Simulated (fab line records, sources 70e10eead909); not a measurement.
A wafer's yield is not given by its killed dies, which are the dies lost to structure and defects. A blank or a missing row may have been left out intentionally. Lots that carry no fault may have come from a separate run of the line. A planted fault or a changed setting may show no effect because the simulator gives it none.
Which tool is to blame?	flow nand-harc	24 lots, 72 wafers sampled, at 5 steps of a route of 1302

== WHAT THE GAUGES READ, wafer by wafer ==
NHARC_A_ONON_D2_THK_MEAS_02: measures by ellipsometry. Usual: 1000 nm for thk-nm, sd 11.
lot	measured	on	thk-nm (nm)	flag
L074	day 12 01:39	film-metro-02	992 990 991	
L075	day 12 19:13	film-metro-01	1008 1007 1006	
L076	day 12 19:13	film-metro-02	998 1001 997	
L077	day 13 16:35	film-metro-01	988 985 987	
L078	day 14 02:58	film-metro-01	1022 1020 1023	
L079	day 14 18:33	film-metro-01	1004 1002 1002	
L080	day 14 18:24	film-metro-02	998 998 998	
L081	day 15 17:39	film-metro-01	1009 1007 1007	
L082	day 15 17:33	film-metro-02	1002 1001 1002	
L083	day 16 10:41	film-metro-01	1000 1000 1000	
L084	day 17 02:09	film-metro-01	976 975 976	
L086	day 17 02:09	film-metro-01	975 976 977	
L085	day 17 02:08	film-metro-01	1009 1008 1010	
L087	day 17 15:29	film-metro-02	995 993 997	
L088	day 18 10:34	film-metro-01	1008 1007 1007	
L089	day 18 21:34	film-metro-01	996 995 996	
L090	day 19 04:17	film-metro-01	984 986 987	
L091	day 20 04:59	film-metro-02	1004 1004 1005	
L092	day 20 08:35	film-metro-01	999 999 999	
L094	day 20 18:38	film-metro-02	995 995 995	
L093	day 20 18:37	film-metro-01	993 996 995	
L095	day 21 10:16	film-metro-02	1008 1008 1010	
L096	day 22 01:58	film-metro-02	1006 1008 1007	
L097	day 22 01:56	film-metro-01	1024 1022 1023	

NHARC_A_ONON_D2_THK_MEAS_08: measures by ellipsometry. Usual: 1000 nm for thk-nm, sd 13.
lot	measured	on	thk-nm (nm)	flag
L074	day 12 02:46	film-metro-01	1025 1025 1023	
L075	day 12 20:20	film-metro-01	984 984 982	
L076	day 12 20:20	film-metro-02	1005 1006 1006	
L077	day 13 17:43	film-metro-02	1008 1007 1008	
L078	day 14 04:05	film-metro-01	1017 1018 1019	
L079	day 14 19:41	film-metro-02	992 993 993	
L080	day 14 19:32	film-metro-01	1006 1007 1007	
L081	day 15 18:47	film-metro-02	1003 1003 1004	
L082	day 15 18:41	film-metro-01	999 999 997	
L083	day 16 11:50	film-metro-02	990 992 991	
L084	day 17 04:35	film-metro-02	1006 1007 1008	
L086	day 17 04:35	film-metro-02	1003 1006 1004	
L085	day 17 04:34	film-metro-02	992 992 991	
L087	day 17 16:38	film-metro-02	1009 1011 1008	
L088	day 18 11:42	film-metro-02	1006 1008 1007	
L089	day 18 22:43	film-metro-01	1000 999 1000	
L090	day 19 05:26	film-metro-01	1001 1002 1002	
L091	day 20 06:07	film-metro-01	970 970 971	
L092	day 20 09:43	film-metro-02	983 984 984	
L094	day 20 19:46	film-metro-02	1005 1005 1006	
L093	day 20 19:46	film-metro-01	996 997 997	
L095	day 21 11:24	film-metro-02	1019 1021 1021	
L096	day 22 03:06	film-metro-01	1003 1003 1002	
L097	day 22 03:04	film-metro-02	979 979 979	

== EACH LOT AND THE TOOL THAT RAN IT (in order: tool; ch and the chambers of the sampled wafers; start) ==
lot	NHARC_A_CHANNEL_FILL_D1_ALD_16	NHARC_A_CHANNEL_FILL_D1_ETCHBACK_08	NHARC_A_DECK1_JOINT_CMP_13
L074	ald-hk-02 ch 1,2,3, day 9 03:23	rie-diel-11 ch 0,1,3, day 11 01:35 or earlier	cmp-01 ch 1,2,3, day 11 01:35
L075	ald-hk-02 ch 0,2, day 9 18:31	rie-diel-03 ch 1,3, day 11 17:29 or earlier	cmp-03 ch 0,1, day 11 17:29
L076	ald-hk-01 ch 0,1, day 9 18:31	rie-diel-11 ch 0,1, day 11 17:32 or earlier	cmp-01 ch 0,1,2, day 11 17:32
L077	ald-hk-01 ch 0,1, day 10 16:22	rie-diel-09 ch 0,1,3, day 12 14:05 or earlier	cmp-04 ch 0,1,3, day 12 14:05
L078	ald-hk-03 ch 0,3, day 10 19:53	rie-diel-03 ch 1,2,3, day 12 22:07 or earlier	cmp-04 ch 0,1,2, day 12 22:07
L079	ald-hk-03 ch 0,3, day 11 11:58	rie-diel-09 ch 0,1,2, day 13 09:58 or earlier	cmp-03 ch 0,1, day 13 09:58
L080	ald-hk-02 ch 1,3, day 11 11:59	rie-diel-11 ch 0,2, day 13 09:58 or earlier	cmp-01 ch 0,1, day 13 09:58
L081	ald-hk-01 ch 2,3, day 12 13:40	rie-diel-03 ch 1,2, day 14 14:56 or earlier	cmp-03 ch 0,2, day 14 14:56
L082	ald-hk-02 ch 0,2,3, day 12 15:37	rie-diel-09 ch 0,1,3, day 14 11:14 or earlier	cmp-03 ch 0,1,3, day 14 11:14
L083	ald-hk-03 ch 0,1,3, day 13 07:21	rie-diel-11 ch 0,2,3, day 15 05:29 or earlier	cmp-04 ch 1,3, day 15 05:29
L084	ald-hk-03 ch 1,2, day 13 18:31	rie-diel-09 ch 0,3, day 15 22:57 or earlier	cmp-03 ch 1,2, day 15 22:57
L086	ald-hk-01 ch 1,2,3, day 14 01:44	rie-diel-09 ch 1,2,3, day 16 02:56 or earlier	cmp-04 ch 1,2, day 16 02:56
L085	ald-hk-03 ch 0,2,3, day 14 06:16	rie-diel-11 ch 1,2,3, day 16 02:55 or earlier	cmp-01 ch 1,2,3, day 16 02:55
L087	ald-hk-02 ch 0,2,3, day 14 17:29	rie-diel-03 ch 1,2, day 16 17:56 or earlier	cmp-01 ch 0,3, day 16 17:56
L088	ald-hk-01 ch 2,3, day 15 08:10	rie-diel-03 ch 1,2,3, day 17 08:59 or earlier	cmp-03 ch 1,2, day 17 08:59
L089	ald-hk-03 ch 0,1,2, day 15 15:16	rie-diel-11 ch 0,1,2, day 17 19:28 or earlier	cmp-03 ch 0,2,3, day 17 19:28
L090	ald-hk-02 ch 0,3, day 16 05:38	rie-diel-03 ch 0,3, day 18 03:34 or earlier	cmp-03 ch 0,2, day 18 03:34
L091	ald-hk-03 ch 1,2, day 16 20:33	rie-diel-09 ch 1,2, day 18 20:41 or earlier	cmp-04 ch 0,1,3, day 18 20:41
L092	ald-hk-02 ch 0,1,3, day 17 02:45	rie-diel-11 ch 0,1,3, day 19 07:55 or earlier	cmp-03 ch 0,1,3, day 19 07:55
L094	ald-hk-01 ch 0,2,3, day 17 11:16	rie-diel-09 ch 2,3, day 19 11:48 or earlier	cmp-01 ch 0,1, day 19 11:48
L093	ald-hk-02 ch 0,1,2, day 17 15:11	rie-diel-11 ch 1,3, day 19 11:48 or earlier	cmp-04 ch 0,2,3, day 19 11:48
L095	ald-hk-03 ch 1,3, day 18 06:38	rie-diel-11 ch 0,2,3, day 20 07:12 or earlier	cmp-01 ch 0,1,3, day 20 07:12
L096	ald-hk-02 ch 0,2, day 18 21:14	rie-diel-11 ch 0,1, day 20 21:12 or earlier	cmp-04 ch 0,1,2, day 20 21:12
L097	ald-hk-03 ch 0,1,3, day 18 21:16	rie-diel-09 ch 0,2, day 20 21:09 or earlier	cmp-03 ch 0,1, day 20 21:09
- NHARC_A_CHANNEL_FILL_D1_ALD_16: deposits SiO2, target thk 1.5 nm, pulse time 10 s, ald cycles 15.
- NHARC_A_CHANNEL_FILL_D1_ETCHBACK_08: etches the open film in C4F8, target depth 220 nm, time 110 s.
- NHARC_A_DECK1_JOINT_CMP_13: polishes, target thk 51.023 nm.

== AS READ BY THE TOOLS THEMSELVES (means over the sampled wafers that have a number; for cases with no such wafer, the mark the record gives instead) ==
NHARC_A_CHANNEL_FILL_D1_ALD_16. Usual: heater-power-w 475 W, standard deviation 30; precursor-pulse-height-rel 0.998, standard deviation 0.019.
lot	tool	heater-power-w (W)	precursor-pulse-height-rel	flag
L074	ald-hk-02	467	1.014	
L075	ald-hk-02	470	1.000	
L076	ald-hk-01	511	0.988	
L077	ald-hk-01	501	1.008	
L078	ald-hk-03	474	0.993	
L079	ald-hk-03	481	0.991	
L080	ald-hk-02	479	1.009	
L081	ald-hk-01	506	1.001	
L082	ald-hk-02	479	1.002	
L083	ald-hk-03	456	0.993	
L084	ald-hk-03	435	1.004	
L086	ald-hk-01	517	0.995	
L085	ald-hk-03	464	1.016	
L087	ald-hk-02	472	0.983	
L088	ald-hk-01	499	1.004	
L089	ald-hk-03	453	0.969	
L090	ald-hk-02	476	0.989	
L091	ald-hk-03	445	1.001	
L092	ald-hk-02	471	1.014	
L094	ald-hk-01	496	1.002	
L093	ald-hk-02	492	0.995	
L095	ald-hk-03	461	0.992	
L096	ald-hk-02	492	0.992	
L097	ald-hk-03	472	0.997	

NHARC_A_CHANNEL_FILL_D1_ETCHBACK_08. Usual: oes-product-au 0.96 a.u., standard deviation 0.038; rf-vpp-V 440.6 V, standard deviation 2.5.
lot	tool	oes-product-au (a.u.)	rf-vpp-V (V)	flag
L074	rie-diel-11	0.93	439.9	
L075	rie-diel-03	0.91	439.4	
L076	rie-diel-11	0.93	441.2	
L077	rie-diel-09	0.94	441.0	
L078	rie-diel-03	0.92	440.4	
L079	rie-diel-09	0.93	439.4	
L080	rie-diel-11	1.00	439.0	
L081	rie-diel-03	0.99	439.2	
L082	rie-diel-09	0.93	441.2	
L083	rie-diel-11	0.92	438.4	
L084	rie-diel-09	1.01	443.3	
L086	rie-diel-09	1.00	439.3	
L085	rie-diel-11	1.00	439.9	
L087	rie-diel-03	0.93	439.0	
L088	rie-diel-03	0.99	440.9	
L089	rie-diel-11	0.92	441.7	
L090	rie-diel-03	0.97	442.5	
L091	rie-diel-09	0.99	439.4	
L092	rie-diel-11	0.93	441.4	
L094	rie-diel-09	0.94	442.2	
L093	rie-diel-11	1.00	441.8	
L095	rie-diel-11	1.00	438.7	
L096	rie-diel-11	1.01	441.6	
L097	rie-diel-09	1.01	441.7	

NHARC_A_DECK1_JOINT_CMP_13. Usual: motor-current-A 11.9 A, standard deviation 0.79; time-to-endpoint-s 8.3 s, standard deviation 2.2.
lot	tool	motor-current-A (A)	time-to-endpoint-s (s)	flag
L074	cmp-01	12.2	9.4	
L075	cmp-03	12.5	7.8	
L076	cmp-01	11.8	8.2	
L077	cmp-04	11.9	9.2	
L078	cmp-04	11.2	8.8	
L079	cmp-03	12.6	8.8	
L080	cmp-01	11.9	10.1	
L081	cmp-03	12.0	10.2	
L082	cmp-03	12.2	5.7	
L083	cmp-04	12.1	5.9	
L084	cmp-03	11.5	11.4	
L086	cmp-04	11.0	7.6	
L085	cmp-01	12.5	8.6	
L087	cmp-01	12.3	12.0	
L088	cmp-03	11.9	7.7	
L089	cmp-03	11.7	5.7	
L090	cmp-03	11.9	7.7	
L091	cmp-04	12.2	7.9	
L092	cmp-03	12.0	7.0	
L094	cmp-01	11.6	9.0	
L093	cmp-04	12.3	8.8	
L095	cmp-01	12.2	11.2	
L096	cmp-04	11.1	7.7	
L097	cmp-03	12.0	7.1	

== THE ANSWER, worked out from the rows above alone ==
Rule: a lot counts as off when the mean over its wafers that have a number is more than 3 standard deviations away from the usual mean. A lot without any number at a reading at which 4 lots or more have one is off too. Where the step has rows for the other lots, those lots are counted as sound. Order of review: gauges by route order, followed by the tools' own readings, for which a lot's mean as printed above is used. The first step at which some lot is off is used, and at that step the reading that is off furthest; a lot without a number counts as furthest.
None of the lots is off at any reading shown; this tells nothing.

== WHAT THE SIMULATOR HAD PUT IN ==
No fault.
